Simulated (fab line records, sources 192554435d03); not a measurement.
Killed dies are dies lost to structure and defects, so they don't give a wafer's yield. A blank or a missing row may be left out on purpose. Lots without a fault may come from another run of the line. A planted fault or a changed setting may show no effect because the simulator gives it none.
Which tool did it? | flow n5_finfet | 17 lots, 51 wafers sampled, at 4 steps of a route of 1938

WHAT THE GAUGES READ, wafer by wafer
N5_MOL_CONTACT_COAG_CD_MEAS_137: target cd 16 nm. Usual: cd_nm 15.9 nm, standard deviation 0.43.
lot  | measured     | on        | cd_nm (nm)     | flag
L075 | day 5 09:17  | cd_sem-02 | 16.0 16.1 15.1 |
L076 | day 5 16:02  | cd_sem-02 | 15.8 15.8 15.6 |
L077 | day 5 20:46  | cd_sem-01 | 15.3 15.1 15.9 |
L078 | day 6 06:48  | cd_sem-02 | 15.7 16.8 15.8 |
L079 | day 6 10:44  | cd_sem-01 | 15.7 16.2 16.0 |
L081 | day 6 20:23  | cd_sem-02 | 15.5 16.0 15.3 |
L082 | day 7 07:01  | cd_sem-01 | 15.6 15.9 16.4 |
L084 | day 7 13:34  | cd_sem-02 | 16.3 15.8 16.2 |
L085 | day 7 21:24  | cd_sem-03 | 16.0 15.5 16.0 |
L086 | day 8 02:10  | cd_sem-02 | 15.7 15.4 15.7 |
L087 | day 8 08:55  | cd_sem-01 | 16.3 15.6 15.6 |
L088 | day 8 14:47  | cd_sem-03 | 15.6 16.2 15.5 |
L089 | day 8 22:02  | cd_sem-01 | 16.1 15.4 16.1 |
L090 | day 9 03:20  | cd_sem-01 | 16.7 16.8 16.0 |
L094 | day 10 05:55 | cd_sem-02 | 15.9 15.2 16.2 |
L095 | day 10 06:41 | cd_sem-03 | 15.8 15.3 16.2 |
L096 | day 10 19:55 | cd_sem-03 | 15.3 15.5 15.2 |

N5_MOL_CONTACT_COAG_OVL_MEAS_41. Usual: VD_OVL -0.2 nm, standard deviation 0.55.
lot  | measured     | on         | VD_OVL (nm)    | flag
L075 | day 5 09:45  | overlay-01 | -0.1 0.4 0.0   |
L076 | day 5 16:23  | overlay-01 | -0.6 0.4 0.2   |
L077 | day 5 21:07  | overlay-02 | -0.3 0.6 -0.1  |
L078 | day 6 07:10  | overlay-01 | -0.7 -1.2 -0.6 |
L079 | day 6 11:13  | overlay-02 | -0.6 -0.1 0.5  |
L081 | day 6 20:44  | overlay-02 | 0.5 -0.4 -0.2  |
L082 | day 7 07:22  | overlay-02 | -1.0 -1.3 0.3  |
L084 | day 7 14:03  | overlay-01 | 0.0 -0.3 0.7   |
L085 | day 7 21:53  | overlay-02 | -0.1 -0.8 -0.5 |
L086 | day 8 02:39  | overlay-02 | -1.5 -1.6 -1.1 |
L087 | day 8 09:16  | overlay-01 | -0.2 -0.6 -0.1 |
L088 | day 8 15:08  | overlay-01 | -0.8 -0.5 0.2  |
L089 | day 8 22:31  | overlay-02 | 0.2 -0.4 -0.1  |
L090 | day 9 03:41  | overlay-02 | 0.0 1.0 -0.2   |
L094 | day 10 06:16 | overlay-01 | -0.3 -0.5 -0.6 |
L095 | day 10 07:02 | overlay-02 | 0.3 -0.4 -0.7  |
L096 | day 10 20:16 | overlay-01 | 0.4 0.6 0.0    |

WHICH TOOL RAN EACH LOT (tool, then ch and the chambers of the sampled wafers, then the start)
lot  | N5_MOL_CONTACT_COAG_ETCH_90        | N5_MOL_CONTACT_COAG_ETCHBACK_135
L075 | rie_diel-05 ch 0,1, day 5 08:32    | rie_diel-04 ch 1,2,3, day 5 08:55
L076 | rie_diel-04 ch 0,1, day 5 15:17    | rie_diel-04 ch 0,1,3, day 5 15:40
L077 | rie_diel-06 ch 0,2,3, day 5 20:01  | rie_diel-06 ch 0,1,2, day 5 20:25
L078 | rie_diel-06 ch 0,2, day 6 05:33    | rie_diel-04 ch 1,2, day 6 06:26
L079 | rie_diel-05 ch 1,2,3, day 6 09:58  | rie_diel-06 ch 0,1, day 6 10:20
L081 | rie_diel-05 ch 0,2, day 6 19:30    | rie_diel-06 ch 2,3, day 6 20:01
L082 | rie_diel-04 ch 1,2,3, day 7 06:16  | rie_diel-06 ch 1,2,3, day 7 06:38
L084 | rie_diel-05 ch 1,3, day 7 12:49    | rie_diel-05 ch 0,1,3, day 7 13:11
L085 | rie_diel-05 ch 0,2, day 7 20:29    | rie_diel-05 ch 1,3, day 7 21:02
L086 | rie_diel-04 ch 0,1, day 8 01:19    | rie_diel-06 ch 1,2,3, day 8 01:49
L087 | rie_diel-06 ch 2,3, day 8 07:19    | rie_diel-05 ch 0,3, day 8 08:33
L088 | rie_diel-04 ch 0,2,3, day 8 14:02  | rie_diel-06 ch 0,3, day 8 14:25
L089 | rie_diel-04 ch 0,2,3, day 8 20:38  | rie_diel-05 ch 2,3, day 8 21:40
L090 | rie_diel-06 ch 0,1, day 9 02:34    | rie_diel-04 ch 0,3, day 9 02:58
L094 | rie_diel-04 ch 0,2,3, day 10 05:07 | rie_diel-06 ch 1,2,3, day 10 05:31
L095 | rie_diel-04 ch 0,2,3, day 10 05:53 | rie_diel-04 ch 0,2, day 10 06:19
L096 | rie_diel-04 ch 0,1,2, day 10 19:03 | rie_diel-06 ch 1,2,3, day 10 19:33
- N5_MOL_CONTACT_COAG_ETCH_90: etches SiARC in CF4, target depth 13 nm, time 21.7 s.
- N5_MOL_CONTACT_COAG_ETCHBACK_135: etches SiO2 in CHF3, target depth 25 nm, time 16.7 s.

WHAT THE TOOLS THEMSELVES READ (means of the sampled wafers that have a number; where no wafer has one, the mark that the record gives instead)
N5_MOL_CONTACT_COAG_ETCH_90. Usual: bias_w 36.00 W, standard deviation 0.11; cf4_flow_sccm 100.05 sccm, standard deviation 0.29; chamber_pressure_mTorr 40.00 mTorr, standard deviation 0.034; drypump_motor_current_A 5.7 A, standard deviation 0.6; etch_rf_on_time_s 21.7 s, standard deviation 0.47; oes_product_au 0.66 a.u., standard deviation 0.074; rf_fwd_power_W 531.2 W, standard deviation 1.5; rf_vpp_V 184.0 V, standard deviation 1.1; showerhead_plenum_p_Torr 2.14 Torr, standard deviation 0.077; throttle_valve_pct 15.70 %, standard deviation 0.29.
lot  | tool        | bias_w (W) | cf4_flow_sccm (sccm) | chamber_pressure_mTorr (mTorr) | drypump_motor_current_A (A) | etch_rf_on_time_s (s) | oes_product_au (a.u.) | rf_fwd_power_W (W) | rf_vpp_V (V) | showerhead_plenum_p_Torr (Torr) | throttle_valve_pct (%) | flag
L075 | rie_diel-05 | 36.03      | 100.07               | 39.96                          | 5.1                         | 21.2                  | 0.60                  | 530.4              | 183.7        | 2.03                            | 15.93                  |
L076 | rie_diel-04 | 35.97      | 100.21               | 40.01                          | 6.1                         | 21.4                  | 0.63                  | 532.6              | 186.1        | 2.22                            | 16.00                  |
L077 | rie_diel-06 | 36.03      | 99.92                | 40.02                          | 5.7                         | 22.3                  | 0.66                  | 531.2              | 183.4        | 2.19                            | 15.65                  |
L078 | rie_diel-06 | 36.00      | 99.73                | 39.99                          | 5.8                         | 21.9                  | 0.63                  | 530.9              | 184.1        | 2.17                            | 15.82                  |
L079 | rie_diel-05 | 36.07      | 100.19               | 40.00                          | 5.6                         | 21.7                  | 0.64                  | 531.3              | 183.5        | 2.12                            | 15.61                  |
L081 | rie_diel-05 | 35.95      | 100.24               | 40.02                          | 5.1                         | 21.5                  | 0.70                  | 530.7              | 185.0        | 2.12                            | 15.36                  |
L082 | rie_diel-04 | 35.97      | 99.86                | 39.99                          | 5.9                         | 21.9                  | 0.61                  | 528.8              | 183.9        | 2.12                            | 15.97                  |
L084 | rie_diel-05 | 36.06      | 99.91                | 40.03                          | 5.6                         | 21.1                  | 0.67                  | 532.2              | 183.6        | 2.07                            | 15.78                  |
L085 | rie_diel-05 | 36.00      | 100.14               | 39.97                          | 5.1                         | 21.6                  | 0.69                  | 529.4              | 183.2        | 2.12                            | 15.39                  |
L086 | rie_diel-04 | 35.96      | 99.83                | 39.99                          | 6.4                         | 21.5                  | 0.62                  | 530.7              | 185.2        | 2.21                            | 15.87                  |
L087 | rie_diel-06 | 35.94      | 99.91                | 40.03                          | 5.6                         | 22.1                  | 0.67                  | 530.0              | 184.4        | 2.20                            | 15.55                  |
L088 | rie_diel-04 | 36.04      | 100.20               | 39.98                          | 6.2                         | 22.0                  | 0.71                  | 531.4              | 183.9        | 2.13                            | 15.66                  |
L089 | rie_diel-04 | 36.08      | 100.05               | 40.01                          | 6.2                         | 22.3                  | 0.70                  | 530.2              | 184.2        | 2.13                            | 15.66                  |
L090 | rie_diel-06 | 35.95      | 100.08               | 40.02                          | 5.8                         | 21.6                  | 0.59                  | 532.2              | 183.8        | 2.10                            | 15.99                  |
L094 | rie_diel-04 | 35.99      | 100.31               | 40.00                          | 6.2                         | 21.9                  | 0.69                  | 532.4              | 184.3        | 2.12                            | 15.68                  |
L095 | rie_diel-04 | 36.02      | 99.97                | 39.98                          | 6.2                         | 21.9                  | 0.68                  | 530.9              | 183.7        | 2.12                            | 15.68                  |
L096 | rie_diel-04 | 35.94      | 99.88                | 40.02                          | 6.1                         | 21.5                  | 0.75                  | 531.8              | 184.0        | 2.16                            | 15.63                  |

N5_MOL_CONTACT_COAG_ETCHBACK_135. Usual: bias_w 170.1 W, standard deviation 0.49; chamber_pressure_mTorr 29.997 mTorr, standard deviation 0.028; drypump_motor_current_A 5.7 A, standard deviation 0.58; oes_f_703_au 0.77 a.u., standard deviation 0.081; oes_product_au 0.78 a.u., standard deviation 0.092; rf_fwd_power_W 599.2 W, standard deviation 2.7; rf_vpp_V 532 V, standard deviation 14; showerhead_plenum_p_Torr 2.39 Torr, standard deviation 0.081; throttle_valve_pct 18.8 %, standard deviation 0.31.
lot  | tool        | bias_w (W) | chamber_pressure_mTorr (mTorr) | drypump_motor_current_A (A) | oes_f_703_au (a.u.) | oes_product_au (a.u.) | rf_fwd_power_W (W) | rf_vpp_V (V) | showerhead_plenum_p_Torr (Torr) | throttle_valve_pct (%) | flag
L075 | rie_diel-04 | 169.8      | 29.989                         | 5.9                         | 0.72                | 0.74                  | 600.0              | 531          | 2.37                            | 19.1                   |
L076 | rie_diel-04 | 170.4      | 30.006                         | 6.2                         | 0.75                | 0.75                  | 599.6              | 533          | 2.42                            | 19.1                   |
L077 | rie_diel-06 | 170.1      | 29.984                         | 5.4                         | 0.75                | 0.74                  | 599.4              | 521          | 2.41                            | 18.8                   |
L078 | rie_diel-04 | 169.7      | 30.019                         | 5.8                         | 0.67                | 0.69                  | 600.7              | 532          | 2.37                            | 19.0                   |
L079 | rie_diel-06 | 170.2      | 29.994                         | 5.3                         | 0.72                | 0.71                  | 600.2              | 509          | 2.35                            | 18.9                   |
L081 | rie_diel-06 | 169.4      | 29.983                         | 5.3                         | 0.78                | 0.81                  | 597.4              | 543          | 2.49                            | 18.6                   |
L082 | rie_diel-06 | 170.2      | 29.969                         | 5.3                         | 0.76                | 0.78                  | 597.6              | 533          | 2.43                            | 18.7                   |
L084 | rie_diel-05 | 169.6      | 30.006                         | 5.5                         | 0.80                | 0.79                  | 598.2              | 532          | 2.31                            | 18.9                   |
L085 | rie_diel-05 | 170.1      | 30.007                         | 5.7                         | 0.78                | 0.78                  | 595.2              | 532          | 2.30                            | 18.9                   |
L086 | rie_diel-06 | 170.2      | 29.980                         | 5.3                         | 0.76                | 0.77                  | 596.7              | 533          | 2.42                            | 18.7                   |
L087 | rie_diel-05 | 169.9      | 29.984                         | 5.8                         | 0.86                | 0.86                  | 596.4              | 536          | 2.38                            | 18.7                   |
L088 | rie_diel-06 | 170.0      | 29.998                         | 6.0                         | 0.74                | 0.76                  | 598.3              | 538          | 2.38                            | 18.9                   |
L089 | rie_diel-05 | 169.9      | 30.028                         | 6.0                         | 0.89                | 0.92                  | 597.8              | 534          | 2.41                            | 18.4                   |
L090 | rie_diel-04 | 169.9      | 30.000                         | 6.5                         | 0.73                | 0.75                  | 599.6              | 545          | 2.41                            | 18.9                   |
L094 | rie_diel-06 | 169.7      | 30.001                         | 5.3                         | 0.74                | 0.75                  | 600.4              | 531          | 2.42                            | 18.7                   |
L095 | rie_diel-04 | 169.6      | 29.980                         | 6.4                         | 0.77                | 0.80                  | 600.8              | 546          | 2.41                            | 18.7                   |
L096 | rie_diel-06 | 169.7      | 30.007                         | 5.3                         | 0.73                | 0.75                  | 598.5              | 532          | 2.41                            | 18.7                   |

THE ANSWER, worked out from the rows above alone
Rule: a lot is off if the mean of its wafers that have a number lies more than 3 standard deviations from the usual mean. A lot without any number at a reading at which 4 lots or more have one is off too. The other lots that the step has rows for count as sound. The gauges are gone through in route order, then the tools' own readings, and for those a lot's mean is taken as printed above. The first step at which some lot is off is used, and at that step the reading that is off furthest; a lot without a number counts as furthest.
No lot is off at any reading shown: from this, nothing can be told.

WHAT THE SIMULATOR HAD PUT IN
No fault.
